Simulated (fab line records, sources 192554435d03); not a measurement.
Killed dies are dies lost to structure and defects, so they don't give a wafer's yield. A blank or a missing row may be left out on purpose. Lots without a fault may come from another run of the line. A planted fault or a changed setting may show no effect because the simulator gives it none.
Which tool did it? | flow n5_finfet | 7 lots, 21 wafers sampled, at 3 steps of a route of 1938

WHAT THE GAUGES READ, wafer by wafer
N5_BEOL_M4_RC_MEAS_101.
lot  | measured     | on        | IOFF_P_LIN (nA/um)
L975 | day 8 18:12  | prober-02 | 0.091 0.091 0.084
L977 | day 9 09:47  | prober-01 | 2.452 2.529 2.469
L986 | day 11 17:55 | prober-01 | 0.101 0.098 0.110
L988 | day 11 21:12 | prober-02 | 0.098 0.085 0.086
L990 | day 11 22:14 | prober-01 | 0.083 0.084 0.096
L993 | day 13 15:14 | prober-02 | 0.093 0.095 0.096
L995 | day 13 18:05 | prober-01 | 0.113 0.136 0.107

WHICH TOOL RAN EACH LOT (tool, then ch and the chambers of the sampled wafers, then the start)
lot  | N5_HKMG_FIN_ALD_79                 | N5_HKMG_FIN_WET_ETCH_65
L975 | ald_metal-03 ch 0,1, day 4 17:31   | wet_bench-03 ch 0,1,3, day 4 18:13
L977 | ald_metal-01 ch 1,3, day 5 06:56   | wet_bench-05 ch 0,6,7, day 5 07:38
L986 | ald_metal-04 ch 1,2,3, day 7 12:07 | wet_bench-04 ch 1,2,5, day 7 12:46
L988 | ald_metal-03 ch 1,2, day 7 23:59   | wet_bench-05 ch 2,3,7, day 8 00:39
L990 | ald_metal-01 ch 1,2,3, day 8 12:07 | wet_bench-05 ch 0,2,7, day 8 12:46
L993 | ald_metal-04 ch 0,3, day 9 11:25   | wet_bench-03 ch 4,5,7, day 9 12:04
L995 | ald_metal-03 ch 0,1, day 10 00:35  | wet_bench-05 ch 0,3,7, day 10 01:14
- N5_HKMG_FIN_ALD_79: deposits TiN, target thk 1.5 nm, pulse time 1 s, purge time 3 s.
- N5_HKMG_FIN_WET_ETCH_65: etches a-Si in TMAH, stops on TiN, time 49 s, target depth 3 nm.

THE ANSWER, worked out from the rows above alone
Rule: what is usual is taken from the lots themselves. Put in order of their means at a reading, lots are off if they are a third of the lots or fewer, leave a main group of 4 or more, and stand apart from it by a gap of 3 or more times the standard deviation of the main group's means; of several such gaps the widest counts. A main group whose means are all the same, to the digits that the tables above print for the reading, isn't used. A lot without any number at a reading at which 4 lots or more have one is off too. The other lots that the step has rows for count as sound.
Off: L977, at N5_BEOL_M4_RC_MEAS_101 (IOFF_P_LIN). The main group: mean 0.097 nA/um, standard deviation 0.011.
A tool fits if, at a process step before that reading, it ran every lot that is off, and no sound lot after the first of them. The gauges at N5_BEOL_M4_RC_MEAS_101 are tried like those tools. None of those tried fits.

WHAT THE SIMULATOR HAD PUT IN
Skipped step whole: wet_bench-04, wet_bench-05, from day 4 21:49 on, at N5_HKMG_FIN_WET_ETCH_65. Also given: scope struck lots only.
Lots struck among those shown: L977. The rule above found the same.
